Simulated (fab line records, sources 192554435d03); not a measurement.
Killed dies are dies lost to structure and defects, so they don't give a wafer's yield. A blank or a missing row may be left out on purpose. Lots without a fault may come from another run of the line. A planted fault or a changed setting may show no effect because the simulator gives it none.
fab line records | flow n5_finfet
record lots=9 wafers=27 last_day=17
route steps=1938 shown BEOL_M3@1006 BEOL_M4@1021 PASSIVATION@1936
lots that met no fault: from a run of the same line without faults
start_h: hours from the record's first day to the start of the lot's first wafer shown | wait_h: hours since the lot's step before | " the same as in the row above | L1.1+2: a row that stands for several wafers | - no value, or no start given | * or withheld: withheld | < > ~ a bound
route shown NAME@n: a module of which the file shows steps, and the number in the route of the first | usual: mean/standard deviation of fault-free wafers | same: alike in all rows | chamber/n: place in a boat | sites: the reading at each site | _std_site: their standard deviation | _edge_site: outer sites' mean less inner sites' | radius_mm: how far each site lies from the wafer's centre | mask NAME#n: copy n | behind: the tool/chamber that last shaped the wafer | hold: why the lot was held/for how many hours/how that ended | device: the transistor (n, p or np) that didn't switch | end of line: the same wafers' tests at the end of the route | a step without rows: its recipe alone | killed: dies lost to structure and defects at the first sort, not the wafer's yield | map: a wafer's dies, x killed, . not, _ none there
set.NAME: the setting as run; set.NAME@STEP: as run at that earlier step | model.NAME: the simulator's own value behind a step, which no gauge read
steps of the route over a sample of lots; a table a step, a row a wafer
services: from which hour (start_h, from the record's first day; less than 0 if before it) a tool's chamber was out of use, for how many hours, and why
## steps
# step N5_BEOL_M3_SPUTTER_92
# recipe material=Cu target_thk_a=45 temp_c=-20 chamber_pressure_pa=0.07 power_w=withheld time_s=8.29
# usual throttle_valve_pct=30.6/0.83
# columns lot.wafer tool chamber start_h wait_h throttle_valve_pct
L899.2 pvd_sputter-01 - 221.89 0.1 31.2
L899.4 " - " " 30.2
L899.6 " - " " 31.9
L900.1 pvd_sputter-01 - 238.74 0.1 30.1
L900.3 " - " " 31.9
L900.5 " - " " 31.3
L901.1 pvd_sputter-01 - 242.42 0.1 30.2
L901.2 " - " " 30.3
L901.4 " - " " 31.3
L904.3 pvd_sputter-01 - 252.28 0.1 31.6
L904.4 " - " " 30.3
L904.6 " - " " 30.1
L905.1 pvd_sputter-03 - 254.98 0.1 29.6
L905.2 " - " " 29.9
L905.5 " - " " 31.2
L906.4 pvd_sputter-02 - 258.01 0.1 31.3
L906.5 " - " " 31.2
L906.6 " - " " 29.3
L907.2 pvd_sputter-01 - 276.86 0.1 30.5
L907.3 " - " " 32.2
L907.4 " - " " 31.2
L908.1 pvd_sputter-01 - 282.61 0.1 31.2
L908.4 " - " " 30.2
L908.5 " - " " 31.4
L910.1 pvd_sputter-01 - 287.90 0.1 31.1
L910.3 " - " " 30.4
L910.5 " - " " 30.4
# step N5_BEOL_M3_CMP_52
# recipe stop_on=SiOC t_overpolish_s=6.8 down_force_psi=1 platen_rpm=50 clearing_platen_down_force_psi=1.5 clearing_platen_rpm=50 post_cmp_clean=cu_alkaline target_thk_nm=40 clearing_platen_pad_velocity_m_s=0.99484 pad_velocity_m_s=0.99484
# usual barrier_field_endpoint_s=24.9/0.63 edge_zone_pressure_frac=1.000/0.0049 motor_current_A=6.1/0.49 overpolish_run_s=6.801/0.01 time_to_endpoint_s=63/3.3
# columns lot.wafer tool chamber start_h wait_h barrier_field_endpoint_s edge_zone_pressure_frac motor_current_A overpolish_run_s time_to_endpoint_s
L899.2 cmp-02 3 222.86 0.2 24.9 0.998 6.4 6.804 60
L899.4 " 0 " " 25.5 0.999 6.1 6.805 66
L899.6 " 3 " " 25.7 1.002 6.4 6.790 66
L900.3 cmp-02 1 239.72 0.2 24.5 1.005 5.9 6.813 60
L900.1 " 3 " " 25.8 0.998 6.3 6.801 66
L900.5 " 0 " " 25.8 0.992 6.0 6.797 66
L901.2 cmp-02 0 243.43 0.2 25.3 1.012 6.0 6.797 63
L901.1 " 1 " " 25.0 1.003 6.2 6.799 59
L901.4 " 2 " " 25.9 0.999 5.9 6.796 62
L904.3 cmp-02 3 253.25 0.2 24.8 0.996 6.3 6.790 63
L904.4 " 1 " " 24.3 1.003 6.5 6.798 60
L904.6 " 3 " " 25.7 1.006 6.2 6.801 64
L905.1 cmp-02 0 255.95 0.3 24.4 1.004 6.2 6.796 61
L905.2 " 1 " " 23.3 0.995 6.3 6.815 57
L905.5 " 0 " " 25.1 1.014 6.2 6.796 63
L906.4 cmp-02 2 258.94 0.1 25.0 0.998 5.7 6.809 61
L906.5 " 2 " " 25.5 1.003 6.2 6.805 65
L906.6 " 3 " " 25.3 0.998 6.7 6.782 62
L907.3 cmp-02 3 277.80 0.2 23.8 0.999 6.5 6.801 60
L907.2 " 0 " " 24.7 1.002 6.0 6.815 60
L907.4 " 2 " " 25.2 1.000 5.8 6.802 61
L908.1 cmp-01 1 283.54 0.3 25.6 1.006 5.4 6.795 64
L908.4 " 2 " " 25.3 0.999 7.0 6.813 64
L908.5 " 2 " " 25.9 0.996 6.9 6.796 64
L910.3 cmp-02 0 288.87 0.2 25.6 1.001 6.1 6.804 63
L910.1 " 2 " " 24.6 1.001 6.0 6.809 61
L910.5 " 0 " " 26.2 0.993 6.1 6.802 67
# step N5_BEOL_M3_INSPECT_59
# recipe inspect_instrument=darkfield mode=post_dep
# usual raw_defect_count=73/22
# columns lot.wafer tool chamber start_h wait_h raw_defect_count
L899.2 defect_inspect-02 - 223.43 0.0 101
L899.4 " - " " 62
L899.6 " - " " 82
L900.1 defect_inspect-02 - 240.42 0.0 92
L900.3 " - " " 76
L900.5 " - " " 101
L901.1 defect_inspect-02 - 244.07 0.0 60
L901.2 " - " " 83
L901.4 " - " " 78
L904.3 defect_inspect-01 - 253.85 0.0 59
L904.4 " - " " 96
L904.6 " - " " 79
L905.1 defect_inspect-02 - 256.50 0.0 99
L905.2 " - " " 74
L905.5 " - " " 98
L906.4 defect_inspect-01 - 259.52 0.0 57
L906.5 " - " " 93
L906.6 " - " " 70
L907.2 defect_inspect-01 - 278.45 0.0 43
L907.3 " - " " 54
L907.4 " - " " 64
L908.1 defect_inspect-01 - 284.12 0.0 38
L908.4 " - " " 64
L908.5 " - " " 66
L910.1 defect_inspect-02 - 289.41 0.0 92
L910.3 " - " " 60
L910.5 " - " " 87
# step N5_BEOL_M4_ILD_DEP_00
# recipe material=SiOC target_thk_a=790 temp_c=350 precursor=DEMS/O2 pressure_torr=5 rf_w=500 time_s=15.3
# usual chamber_pressure_Torr=5.000/0.011 heater_power_outer_w=249/43 heater_power_w=455/48 showerhead_plenum_p_Torr=5.695/0.013 throttle_valve_pct=12.1/0.77
# columns lot.wafer tool chamber start_h wait_h chamber_pressure_Torr heater_power_outer_w heater_power_w showerhead_plenum_p_Torr throttle_valve_pct
L899.2 pecvd-03 1 223.47 0.0 - - - - -
L899.4 " 2 " " - - - - -
L899.6 " 1 " " - - - - -
L900.1 pecvd-01 1 240.46 0.0 - - - - -
L900.3 " 2 " " - - - - -
L900.5 " 0 " " - - - - -
L901.1 pecvd-04 0 244.10 0.0 - - - - -
L901.2 " 2 " " - - - - -
L901.4 " 0 " " - - - - -
L904.3 pecvd-04 2 253.88 0.0 5.015 228 434 5.692 10.5
L904.4 " 0 " " 5.000 216 379 5.677 12.2
L904.6 " 1 " " 4.985 216 440 5.696 12.3
L905.1 pecvd-03 2 256.53 0.0 5.013 167 382 5.708 11.9
L905.2 " 1 " " 5.014 246 423 5.714 11.9
L905.5 " 1 " " 4.999 246 430 5.700 11.8
L906.4 pecvd-01 1 259.58 0.1 5.006 356 566 5.702 14.4
L906.5 " 2 " " 4.991 279 484 5.711 11.7
L906.6 " 0 " " 5.001 245 489 5.687 13.0
L907.2 pecvd-04 1 278.49 0.0 4.997 242 478 5.697 12.0
L907.3 " 0 " " 5.003 250 408 5.681 12.3
L907.4 " 1 " " 4.987 245 476 5.684 12.3
L908.1 pecvd-03 0 284.16 0.0 5.017 198 396 5.679 12.3
L908.4 " 2 " " 5.027 241 483 5.709 11.7
L908.5 " 0 " " 5.012 207 396 5.686 12.1
L910.1 pecvd-01 2 289.45 0.0 5.007 301 538 5.700 12.3
L910.3 " 1 " " 4.998 349 558 5.718 13.9
L910.5 " 1 " " 4.996 342 553 5.705 14.0
# step N5_BEOL_M4_THK_MEAS_01
# recipe reads=SiOC_of_BEOL_M4_ILD_DEP_00
# usual M4_ILD_THK=79.2/1
# columns lot.wafer tool chamber start_h wait_h M4_ILD_THK[nm]
L899.2 film_metro-01 - 223.54 0.1 0.0
L899.4 " - " " 0.0
L899.6 " - " " 0.0
L900.1 film_metro-01 - 240.53 0.0 0.1
L900.3 " - " " 0.0
L900.5 " - " " 0.1
L901.1 film_metro-01 - 244.18 0.1 0.0
L901.2 " - " " 0.0
L901.4 " - " " 0.0
L904.3 film_metro-02 - 253.95 0.1 77.8
L904.4 " - " " 78.9
L904.6 " - " " 79.0
L905.1 film_metro-01 - 256.60 0.0 78.8
L905.2 " - " " 80.0
L905.5 " - " " 80.6
L906.4 film_metro-01 - 259.63 0.0 79.6
L906.5 " - " " 79.8
L906.6 " - " " 80.6
L907.2 film_metro-02 - 278.56 0.1 77.8
L907.3 " - " " 78.0
L907.4 " - " " 79.0
L908.1 film_metro-01 - 284.22 0.0 77.1
L908.4 " - " " 79.5
L908.5 " - " " 78.6
L910.1 film_metro-01 - 289.53 0.1 79.2
L910.3 " - " " 79.8
L910.5 " - " " 78.2
# step N5_BEOL_M4_OCD_MEAS_38
# usual trench_depth_nm=55.3/0.9
# columns lot.wafer tool chamber start_h wait_h trench_depth_nm
L899.2 ocd-02 - 226.86 - -
L899.4 " - " " -
L899.6 " - " " -
L900.1 ocd-01 - 246.96 - -
L900.3 " - " " -
L900.5 " - " " -
L901.1 ocd-02 - 249.82 - -
L901.2 " - " " -
L901.4 " - " " -
L904.3 ocd-02 - 259.39 - 54.9
L904.4 " - " " 56.5
L904.6 " - " " 56.3
L906.4 ocd-01 - 262.89 - 55.3
L906.5 " - " " 56.0
L906.6 " - " " 54.4
L905.1 ocd-01 - 265.92 - 54.2
L905.2 " - " " 56.1
L905.5 " - " " 56.4
L907.2 ocd-01 - 284.08 - 56.1
L907.3 " - " " 54.2
L907.4 " - " " 55.1
L908.1 ocd-02 - 286.82 - 54.3
L908.4 " - " " 54.2
L908.5 " - " " 53.9
L910.1 ocd-02 - 292.57 - 56.6
L910.3 " - " " 55.5
L910.5 " - " " 56.7
# step N5_BEOL_M4_RC_MEAS_101
# usual DIBL_N=36.3/1.7 DIBL_P=36.5/1.8 IOFF_N=0.16/0.033 IOFF_P=0.21/0.037 ION_N=675/11 ION_P=462/7.9 SS_N=71.6/0.64 SS_P=73.3/0.68 VT_N=249/3.3 VT_P=-250/3.3
# columns lot.wafer tool chamber start_h wait_h DIBL_N[mV/V] DIBL_P[mV/V] IOFF_N[nA/um] IOFF_P[nA/um] ION_N[uA/um] ION_P[uA/um] SS_N[mV/dec] SS_P[mV/dec] VT_N[mV] VT_P[mV]
L904.3 prober-02 0 264.16 0.3 37.3 35.4 0.16 0.22 675 466 71.4 72.8 247 -246
L904.4 " 0 " " 35.6 34.2 0.15 0.22 703 481 71.4 72.5 246 -244
L904.6 " 0 " " 35.4 34.3 0.14 0.21 677 469 71.2 72.8 249 -245
L906.4 prober-01 0 267.91 0.5 37.3 36.6 0.16 0.23 678 472 71.4 72.5 254 -245
L906.5 " 0 " " 36.3 35.8 0.15 0.22 662 460 71.4 73.4 253 -248
L906.6 " 0 " " 37.3 36.4 0.17 0.23 667 464 71.9 73.5 249 -247
L905.1 prober-02 0 270.29 0.0 37.0 38.3 0.22 0.22 705 462 72.0 73.2 243 -251
L905.2 " 0 " " 38.2 39.1 0.23 0.23 686 456 72.5 73.7 244 -248
L905.5 " 0 " " 37.9 38.9 0.24 0.23 683 458 72.2 73.6 240 -250
L907.2 prober-02 0 288.09 0.2 33.4 33.1 0.13 0.17 682 465 71.4 72.7 251 -254
L907.3 " 0 " " 35.3 34.8 0.16 0.19 677 462 71.3 73.6 247 -251
L907.4 " 0 " " 34.3 33.9 0.14 0.18 672 459 71.9 73.2 250 -252
L908.1 prober-02 0 291.64 0.0 40.0 40.9 0.28 0.27 717 475 72.9 74.6 241 -250
L908.4 " 0 " " 38.2 38.7 0.23 0.24 695 461 73.1 74.5 242 -249
L908.5 " 0 " " 37.6 37.9 0.21 0.22 687 459 71.7 73.4 245 -251
L910.1 prober-01 0 298.10 0.0 33.2 33.6 0.12 0.16 669 452 71.2 72.4 252 -256
L910.3 " 0 " " 36.3 37.7 0.18 0.21 678 461 71.9 74.4 248 -250
L910.5 " 0 " " 36.8 38.6 0.19 0.22 677 458 72.1 74.3 246 -253
# step N5_PASSIVATION_PROBE_49
# usual defect_limited_yield=91.3/1.5 killed_at_M0_to_M3=34/9.4 killed_at_M4_up=13/5.3 killed_at_contacts=13/5.7 killed_at_front_end=40/10 killed_at_other=3.7/2.8 killed_dies=103/17 killed_on_rim=13/4.2 killed_open=67/13 killed_short=35/8.5 sort_bin_4_leakage=0.00/0.016 sort_bin_5_function=5.0/0.98 sort_bin_6_memory=3.3/0.7 sort_n_pass=1077/17 sort_yield_pct=91.3/1.5
# same gross_dies=1180 killed_at_back_side=0 sort_bin_8_speed[%]=0
# columns lot.wafer tool chamber start_h wait_h defect_limited_yield[%] killed_at_M0_to_M3 killed_at_M4_up killed_at_contacts killed_at_front_end killed_at_other killed_dies killed_on_rim killed_open killed_short sort_bin_4_leakage[%] sort_bin_5_function[%] sort_bin_6_memory[%] sort_n_pass sort_yield_pct[%]
L899.2 prober-01 - 332.62 0.1 0 5 1163 4 8 0 1180 152 8 10 0 72.5 3.1 0 0
L899.4 prober-01 - 332.72 0.2 0 4 1161 5 9 1 1180 152 12 10 0 72.4 2.7 0 0
L899.6 prober-01 - 332.82 0.3 0 10 1155 8 5 2 1180 152 21 6 0 74.1 2.3 0 0
L901.1 prober-02 - 353.17 0.0 0 12 1153 2 12 1 1180 152 21 8 0 71.4 3.6 0 0
L901.2 prober-02 - 353.22 0.1 0 6 1157 2 15 0 1180 152 17 10 0 74.2 3.3 0 0
L901.4 prober-02 - 353.32 0.2 0 4 1171 1 4 0 1180 152 9 2 0 72.5 3.1 0 0
L900.1 prober-01 - 355.52 0.0 0 2 1164 1 12 1 1180 152 11 9 0 71.9 3.0 0 0
L900.3 prober-01 - 355.62 0.1 0 3 1162 2 12 1 1180 152 11 10 0 72.1 3.7 0 0
L900.5 prober-01 - 355.72 0.2 0 5 1166 3 6 0 1180 152 13 3 0 71.4 3.1 0 0
# killed by level:class
L899.2 BEOL_M4:lost_pattern=1157 BEOL_M4:area_dep=5 FIN_SAQP:geometric_particle:short=2 STI_FIN_REVEAL:geometric_particle:open=2 STI_FIN_REVEAL:geometric_particle:short=2 MOL_CONTACT_COAG:geometric_particle:open=2 MOL_CONTACT_COAG:geometric_particle:short=2 BEOL_M3:geometric_particle:short=2
L899.4 BEOL_M4:lost_pattern=1153 MOL_CONTACT_COAG:geometric_particle:open=3 BEOL_M4:area_dep=3 GATE_CUT:geometric_particle:short=2 MOL_CONTACT_COAG:geometric_particle:short=2 BEOL_M4:geometric_particle:open=2 BEOL_M4:geometric_particle:short=2 FIN_SAQP:geometric_particle:open=1
L899.6 BEOL_M4:lost_pattern=1144 BEOL_M4:area_dep=9 MOL_CONTACT_COAG:geometric_particle:open=7 BEOL_M0_SAQP:geometric_particle:open=4 BEOL_M3:geometric_particle:open=3 GATE_CUT:geometric_particle:open=2 FIN_SAQP:geometric_particle:open=1 STI_FIN_REVEAL:geometric_particle:open=1
L901.1 BEOL_M4:lost_pattern=1145 BEOL_M4:area_dep=6 STI_FIN_REVEAL:geometric_particle:open=5 FIN_SAQP:geometric_particle:open=4 BEOL_M0_SAQP:geometric_particle:open=3 MOL_CONTACT_COAG:geometric_particle:open=2 BEOL_M0:geometric_particle:short=2 BEOL_M3:geometric_particle:short=2
L901.2 BEOL_M4:lost_pattern=1149 BEOL_M4:area_dep=4 FIN_SAQP:geometric_particle:open=3 FIN_SAQP:geometric_particle:short=2 STI_FIN_REVEAL:geometric_particle:open=2 STI_FIN_REVEAL:geometric_particle:short=2 MOL_CONTACT_COAG:geometric_particle:open=2 BEOL_M1:geometric_particle:open=2
L901.4 BEOL_M4:lost_pattern=1165 BEOL_M4:area_dep=4 STARTING-WAFER:geometric_particle:open=2 FIN_SAQP:geometric_particle:short=1 FIN_SAQP:geometric_particle:open=1 MOL_CONTACT_COAG:geometric_particle:open=1 BEOL_M0_SAQP:geometric_particle:short=1 BEOL_M0:geometric_particle:open=1
L900.1 BEOL_M4:lost_pattern=1157 DUMMY_GATE:geometric_particle:short=3 BEOL_M4:area_dep=3 STI_FIN_REVEAL:geometric_particle:open=2 GATE_CUT:geometric_particle:short=2 BEOL_M4:geometric_particle:open=2 FIN_SAQP:geometric_particle:open=1 ILD0:geometric_particle:short=1
L900.3 BEOL_M4:lost_pattern=1150 BEOL_M4:area_dep=9 FIN_SAQP:geometric_particle:open=3 STARTING-WAFER:geometric_particle:short=3 FIN_SAQP:geometric_particle:short=2 STI_FIN_REVEAL:geometric_particle:open=2 BEOL_M2:geometric_particle:open=2 BEOL_M6:geometric_particle:short=1
L900.5 BEOL_M4:lost_pattern=1162 MOL_CONTACT_COAG:geometric_particle:open=3 BEOL_M2:geometric_particle:open=3 GATE_CUT:geometric_particle:short=2 BEOL_M4:area_dep=2 FIN_SAQP:geometric_particle:open=1 DUMMY_GATE:geometric_particle:open=1 ILD0:geometric_particle:short=1
## services
# columns tool chamber start_h hours kind
pecvd-04 2 202.38 - clean
pecvd-04 2 202.38 - consumable_replace:showerhead
pecvd-04 2 202.38 29.0 scheduled_down
pecvd-04 2 202.38 29.0 vent_cycle
cmp-01 - 221.20 4.0 pm
pecvd-01 1 224.34 2.1 scheduled_down
cmp-01 - 225.20 - consumable_replace:conditioner
cmp-01 - 225.20 - consumable_replace:pad
pecvd-03 2 237.15 4.5 repair
cmp-01 - 247.09 14.3 pm
cmp-01 - 268.07 5.1 pm
pecvd-01 0 271.13 58.4 repair
pvd_sputter-03 - 278.15 5.5 repair
pecvd-01 2 280.52 5.9 repair
## key
first_sign step=N5_BEOL_M4_ILD_DEP_00 reading=tool_record direction=missing
effect step=N5_BEOL_M4_THK_MEAS_01 reading=M4_ILD_THK direction=down sigmas=76 usual=79.2 struck=0.0
effect step=N5_BEOL_M4_OCD_MEAS_38 reading=trench_depth_nm direction=missing
effect step=N5_PASSIVATION_PROBE_49 reading=killed_at_M4_up direction=up sigmas=99+ usual=13 struck=1161
met_at N5_BEOL_M4_ILD_DEP_00
struck_lots L899,L900,L901
later_rows_left_out L899.2,L899.4,L899.6,L900.1,L900.3,L900.5,L901.1,L901.2,L901.4
not_acting_at N5_BEOL_M3_SPUTTER_92,N5_BEOL_M3_CMP_52,N5_BEOL_M3_INSPECT_59
fault kind=skipped_step_whole tool=pecvd-01,pecvd-03,pecvd-04 chamber=- onset_h=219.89 steps=N5_BEOL_M4_ILD_DEP_00 scope=struck_lots_only
# later_rows_left_out: the simulator's readings of these wafers behind a module that went badly wrong aren't trusted and aren't shown, but for the sort
